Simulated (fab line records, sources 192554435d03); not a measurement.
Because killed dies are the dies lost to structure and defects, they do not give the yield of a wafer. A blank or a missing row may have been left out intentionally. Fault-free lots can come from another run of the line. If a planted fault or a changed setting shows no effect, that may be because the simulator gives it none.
Lot-split experiment ; flow n5_finfet ; 39 wafers read from 7 lots, route of 1938 steps

## THE SPLIT ITSELF
At N5_ZERO_LAYER_DEVELOP_10 (develop time 60 s), the setting develop_time_s was moved away from the recipe's 60 s on 12 of the 39 wafers read, by -48.1% to +41.9%. This setting was run at the recipe's value on the other wafers.

## FROM SPLIT TO READING: 1 step shown by the file between the two
- N5_ZERO_LAYER_HARDBAKE_23: time 120 s

## THE READING
cd_nm (nm) at N5_ZERO_LAYER_CD_MEAS_11, where the cd target is 2000 nm. Typical for fault-free wafers on this fab line: 1999.9 nm, with standard deviation 2.4 nm.

wafer;tool, chamber at the split;develop_time_s as run, s;against the recipe;cd_nm, nm;against lot-mates on the recipe
L077.1;litho_track-04, 0;85.13;+41.9%;2006.7;+5.6
L077.2;litho_track-04, 0;60;recipe;2001.1;-
L077.3;litho_track-04, 0;60;recipe;2002.4;-
L077.4;litho_track-04, 0;85.13;+41.9%;2005.2;+4.1
L077.5;litho_track-04, 0;60;recipe;1999.9;-
L077.6;litho_track-04, 0;85.13;+41.9%;2007.6;+6.5
L078.1;litho_track-05, 0;69.09;+15.1%;2001.1;+3.2
L078.2;litho_track-05, 0;69.09;+15.1%;1998.1;+0.2
L078.3;litho_track-05, 0;60;recipe;1995.4;-
L078.4;litho_track-05, 0;60;recipe;2000.7;-
L078.5;litho_track-05, 0;60;recipe;1997.6;-
L078.6;litho_track-05, 0;69.09;+15.1%;2001.6;+3.7
L080.2;litho_track-01, 0;60;recipe;2000.0;-
L080.3;litho_track-01, 0;60;recipe;1996.3;-
L080.4;litho_track-01, 0;60;recipe;2000.2;-
L082.1;litho_track-01, 0;60;recipe;2002.8;-
L082.2;litho_track-01, 0;60;recipe;2000.2;-
L082.3;litho_track-01, 0;31.13;-48.1%;1989.8;-12.2
L082.4;litho_track-01, 0;60;recipe;2003.1;-
L082.5;litho_track-01, 0;31.13;-48.1%;1988.8;-13.2
L082.6;litho_track-01, 0;31.13;-48.1%;1990.5;-11.5
L089.1;litho_track-05, 0;60;recipe;1996.6;-
L089.2;litho_track-05, 0;60;recipe;1997.8;-
L089.3;litho_track-05, 0;60;recipe;2000.9;-
L089.4;litho_track-05, 0;60;recipe;1999.6;-
L089.5;litho_track-05, 0;60;recipe;1999.5;-
L089.6;litho_track-05, 0;60;recipe;2001.2;-
L093.1;litho_track-05, 0;80.21;+33.7%;2004.8;+5.9
L093.2;litho_track-05, 0;80.21;+33.7%;2004.4;+5.5
L093.3;litho_track-05, 0;60;recipe;1999.3;-
L093.4;litho_track-05, 0;60;recipe;2000.7;-
L093.5;litho_track-05, 0;60;recipe;1996.7;-
L093.6;litho_track-05, 0;80.21;+33.7%;2004.3;+5.4
L097.1;litho_track-04, 0;60;recipe;1996.7;-
L097.2;litho_track-04, 0;60;recipe;1996.6;-
L097.3;litho_track-04, 0;60;recipe;1998.8;-
L097.4;litho_track-04, 0;60;recipe;2000.4;-
L097.5;litho_track-04, 0;60;recipe;1997.7;-
L097.6;litho_track-04, 0;60;recipe;1997.0;-

FIT RESULTS
A straight line over all 39 wafers: cd_nm changes by +0.178 nm for each +1% of develop_time_s; r = +0.88; the points scatter about the line by 1.9 nm.
The same after taking each lot's own level away (the mean of its wafers on the recipe; 39 wafers): +0.196 nm for each +1%; r = +0.91; scatter 1.8 nm.
The reading moves by 9.4 nm for the largest change in develop_time_s, on that fit.
From 1997.87 to 2002.03 nm: that is the span of the lots' own levels, equal to 1.7 times the standard deviation above.
Consequently the slope shifts little with the lot-to-lot level, the two slopes agreeing.
Check: for one of the wafers moved furthest among these (-48.1%), held out of the fit, the line's prediction against its lot-mates is -9.49 nm. It came out at -12.2 nm against them.

## THE WHOLE CHAIN: every reading that the file lists as answering this split, in the file's order
step;what it does;reading;change (the file's fit);r (the file's)
N5_ZERO_LAYER_CD_MEAS_11;target cd 2000 nm;cd_nm;+0.192 nm for each +1% of the setting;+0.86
N5_ZERO_LAYER_DESCUM_16;chemistry O2, time 7.9 s;ZERO_LAYER.cd_nm (the simulator's own value, which no gauge read);+0.194 nm for each +1% of the setting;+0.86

## FILE'S OWN FIT
cd_nm changes by +0.192 nm for each +1% of develop_time_s, r = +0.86.
